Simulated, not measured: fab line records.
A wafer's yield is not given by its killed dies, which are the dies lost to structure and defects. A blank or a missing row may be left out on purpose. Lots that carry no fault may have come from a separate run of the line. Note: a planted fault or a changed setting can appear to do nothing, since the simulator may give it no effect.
Struck lot and sound lot, side by side -- flow nand-harc -- 38 steps out of a route of 1302
Sound: the wafers L217.4, L217.5, L217.6. The struck wafers were L232.1, L232.2, L232.4. Last of all comes the cause.
Order at every step that has rows: each side's tool, ch and its chambers, its first start. Under that, the readings that differ: sound wafers -- struck wafers -- difference of the means -- sigmas: that difference in standard deviations of wafers without a fault.
alike: same words and numbers on both sides, and readings whose means sit less than 2 such deviations apart. not compared: any withheld reading, any reading some wafer has no value for, any bound like >300 that may hide the same value, and any number with overlapping values for which the record gives no deviation.
A row with sigmas, a row that says differs or no value, or rows on one side alone: a step with any of these is where the two part. Numbers that don't overlap but have no deviation are shown without sigmas and don't part them. A reading missing from all wafers of one side parts the sides only when that side holds two or more wafers.

first, 2 steps without rows for these wafers: NHARC_A_SOURCE_PLATE_SRD_01; NHARC_A_SOURCE_PLATE_OXIDE_02 (material SiO2, target thk 10 nm, ox time 1362 s).
NHARC_A_SOURCE_PLATE_THK_MEAS_09: measures by ellipsometry.
  struck on film-metro-02, day 15 00:44; sound on film-metro-01, day 8 18:58
  alike: thk-nm
then, 3 steps without rows for these wafers: NHARC_A_SOURCE_PLATE_PVD_04 (deposits WSi2, target thk 50 nm); NHARC_A_SOURCE_PLATE_CVD_03 (deposits poly-Si, target thk 200 nm, time 4000 s); NHARC_A_SOURCE_PLATE_ANNEAL_05 (time 1800 s).
NHARC_A_SOURCE_PLATE_THK_MEAS_06: measures by ellipsometry.
  struck on film-metro-02, day 15 13:07; sound on film-metro-01, day 9 07:49
  alike: thk-nm
NHARC_A_SOURCE_PLATE_INSPECT_08:
  struck on defect-inspect-02, day 15 13:13; sound on defect-inspect-02, day 9 07:55
  alike: raw-defect-count
after that, 1 step with no rows for these wafers: NHARC_A_ONON_D1_DEP_00 (target thk 1000 nm).
NHARC_A_ONON_D1_THK_MEAS_02: measures by ellipsometry.
  struck on film-metro-01, day 15 13:47; sound on film-metro-02, day 9 08:29
  alike: thk-nm
NHARC_A_ONON_D1_DEP_03: target thk 1000 nm.
  sound on pecvd-onon-02 ch 0, day 9 08:43; struck on pecvd-onon-02 ch 0, day 15 13:50
NHARC_A_ONON_D1_THK_MEAS_05: measures by ellipsometry.
  struck on film-metro-01, day 15 14:21; sound on film-metro-01, day 9 09:04
reading,sound,struck,difference,sigmas
thk-nm (nm),1018 1017 1015,971 970 972,-46,-4
after that, 1 step with no rows for these wafers: NHARC_A_ONON_D1_DEP_06 (target thk 1000 nm).
NHARC_A_ONON_D1_THK_MEAS_08: measures by ellipsometry.
  struck on film-metro-02, day 15 14:55; sound on film-metro-02, day 9 09:38
  alike: thk-nm
after that, 1 step with no rows for these wafers: NHARC_A_ONON_D1_DEP_09 (target thk 1000 nm).
NHARC_A_ONON_D1_THK_MEAS_11: measures by ellipsometry.
  struck on film-metro-02, day 15 15:29; sound on film-metro-02, day 9 10:11
  alike: thk-nm
after that, 1 step with no rows for these wafers: NHARC_A_ONON_D1_DEP_12 (target thk 1000 nm).
NHARC_A_ONON_D1_THK_MEAS_14: measures by ellipsometry.
  struck on film-metro-01, day 15 16:02; sound on film-metro-01, day 9 10:46
  alike: thk-nm
then, 2 steps without rows for these wafers: NHARC_A_ONON_D1_ANNEAL_15 (time 3600 s); NHARC_A_ONON_D1_DEP_16 (target thk 1000 nm).
NHARC_A_ONON_D1_THK_MEAS_18: measures by ellipsometry.
  struck on film-metro-01, day 16 00:08; sound on film-metro-02, day 9 18:35
  alike: thk-nm
after that, 1 step with no rows for these wafers: NHARC_A_ONON_D1_DEP_19 (target thk 1000 nm).
NHARC_A_ONON_D1_THK_MEAS_21: measures by ellipsometry.
  struck on film-metro-01, day 16 00:43; sound on film-metro-02, day 9 19:10
  alike: thk-nm
after that, 1 step with no rows for these wafers: NHARC_A_ONON_D1_DEP_22 (target thk 1000 nm).
NHARC_A_ONON_D1_THK_MEAS_24: measures by ellipsometry.
  struck on film-metro-02, day 16 01:17; sound on film-metro-01, day 9 19:45
  alike: thk-nm
after that, 1 step with no rows for these wafers: NHARC_A_ONON_D1_DEP_25 (target thk 1000 nm).
NHARC_A_ONON_D1_THK_MEAS_27: measures by ellipsometry.
  struck on film-metro-01, day 16 01:51; sound on film-metro-01, day 9 20:19
  alike: thk-nm
after that, 1 step with no rows for these wafers: NHARC_A_ONON_D1_DEP_28 (target thk 1000 nm).
NHARC_A_ONON_D1_THK_MEAS_30: measures by ellipsometry.
  struck on film-metro-02, day 16 02:25; sound on film-metro-01, day 9 20:53
  alike: thk-nm
NHARC_A_ONON_D1_DEP_33: deposits SiO2, target thk 200 nm.
  sound on pecvd-02 ch 0,1,2, day 9 21:05; struck on pecvd-02 ch 0,2, day 16 02:28
  alike: heater-power-w, rf-fwd-power-W, showerhead-vpp-V, throttle-valve-pct
NHARC_A_ONON_D1_THK_MEAS_34: measures by ellipsometry.
  struck on film-metro-02, day 16 02:53; sound on film-metro-02, day 9 21:22
  alike: thk-nm
NHARC_A_CHANNEL_HOLE_D1_DEP_00: deposits aC, target thk 3100 nm.
  sound on acl-dep-02 ch 0, day 9 22:26; struck on acl-dep-02 ch 0, day 16 08:50
  alike: throttle-valve-pct
NHARC_A_CHANNEL_HOLE_D1_DEP_01: deposits SiON, target thk 140 nm.
  sound on pecvd-04 ch 0,1,2, day 9 23:29; struck on pecvd-01 ch 1,2, day 16 10:47
reading,sound,struck,difference,sigmas
rf-fwd-power-W (W),351.4 348.2 350.4,346.8 347.8 347.2,-2.7,-2
  alike: heater-power-w, showerhead-vpp-V
then, 4 steps without rows for these wafers: NHARC_A_CHANNEL_HOLE_D1_DEHYDRATE_02 (time 120 s); NHARC_A_CHANNEL_HOLE_D1_HMDS_03 (time 30 s); NHARC_A_CHANNEL_HOLE_D1_COAT_36 (time 75 s); NHARC_A_CHANNEL_HOLE_D1_COAT_37 (time 65 s).
-- the record jumps here: 17 days lie between the struck wafers' starts before and after (it left off in module A_CHANNEL_HOLE_D1 and takes up again in module END, whose first step shown is number 1302 of the route) --
NHARC_END_SORT_01:
  the record has rows for the struck wafers here (prober-02 ch 0, day 33 05:56) and none for the sound ones

WHERE THEY PART
Earliest at NHARC_A_ONON_D1_THK_MEAS_05; latest, in this record, at NHARC_END_SORT_01.

WHY: the cause the simulator had injected
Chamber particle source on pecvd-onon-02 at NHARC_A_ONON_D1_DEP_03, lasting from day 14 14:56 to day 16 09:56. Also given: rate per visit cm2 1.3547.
